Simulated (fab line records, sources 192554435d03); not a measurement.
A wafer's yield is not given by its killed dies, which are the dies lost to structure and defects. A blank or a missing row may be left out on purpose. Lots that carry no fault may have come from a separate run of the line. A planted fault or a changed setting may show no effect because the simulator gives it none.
Which tool was responsible? ; flow n5_finfet ; 30 wafers from 10 lots sampled at 2 of the route's 1938 steps

## WHAT THE GAUGES SHOWED, per wafer
N5_BEOL_M9_CD_MEAS_11: the cd target is 64.1 nm.
lot;measured;on;cd_nm (nm)
L864;day 9 14:47;cd_sem-01;64.7 65.2 64.8
L867;day 10 08:29;cd_sem-03;63.9 63.8 63.3
L873;day 12 04:24;cd_sem-02;63.8 63.4 64.1
L874;day 12 11:23;cd_sem-02;63.7 63.9 63.7
L879;day 13 05:56;cd_sem-03;64.4 64.5 64.5
L881;day 13 11:07;cd_sem-02;63.8 63.5 63.7
L882;day 13 18:14;cd_sem-02;65.1 64.8 64.9
L880;day 13 23:07;cd_sem-03;63.3 64.6 63.7
L887;day 15 02:46;cd_sem-02;64.1 64.0 64.3
L885;day 15 03:29;cd_sem-03;63.1 63.2 63.7

## WHAT TOOL EACH LOT RAN ON (gives the tool, then ch and the chambers of the sampled wafers, and finally the start)
lot;N5_BEOL_M9_HM_DEP_02
L864;pvd_sputter-02, day 9 14:25
L867;pvd_sputter-03, day 10 08:07
L873;pvd_sputter-01, day 12 03:55
L874;pvd_sputter-03, day 12 11:01
L879;pvd_sputter-03, day 13 05:26
L881;pvd_sputter-02, day 13 10:44
L882;pvd_sputter-03, day 13 17:52
L880;pvd_sputter-03, day 13 22:45
L887;pvd_sputter-01, day 15 02:23
L885;pvd_sputter-02, day 15 03:00
- N5_BEOL_M9_HM_DEP_02: deposits TiN, target thk 20 nm.

## THE ANSWER, worked out from the rows above alone
Rule: what is usual is taken from the lots themselves. The widest of any qualifying gaps counts: lots, ordered by their means at a reading, are off when they make up no more than a third of the lots, leave a main group of 4 or more, and stand apart from it by 3 or more times the standard deviation of that group's means. The tables above print the reading to a certain number of digits; a main group whose means all agree to those digits is not used. A lot without any number at a reading at which 4 lots or more have one is off too. All remaining lots with rows at the step are treated as sound.
No lot is off on any of the readings shown, so nothing can be concluded from this.

## WHAT WAS PUT IN BY THE SIMULATOR
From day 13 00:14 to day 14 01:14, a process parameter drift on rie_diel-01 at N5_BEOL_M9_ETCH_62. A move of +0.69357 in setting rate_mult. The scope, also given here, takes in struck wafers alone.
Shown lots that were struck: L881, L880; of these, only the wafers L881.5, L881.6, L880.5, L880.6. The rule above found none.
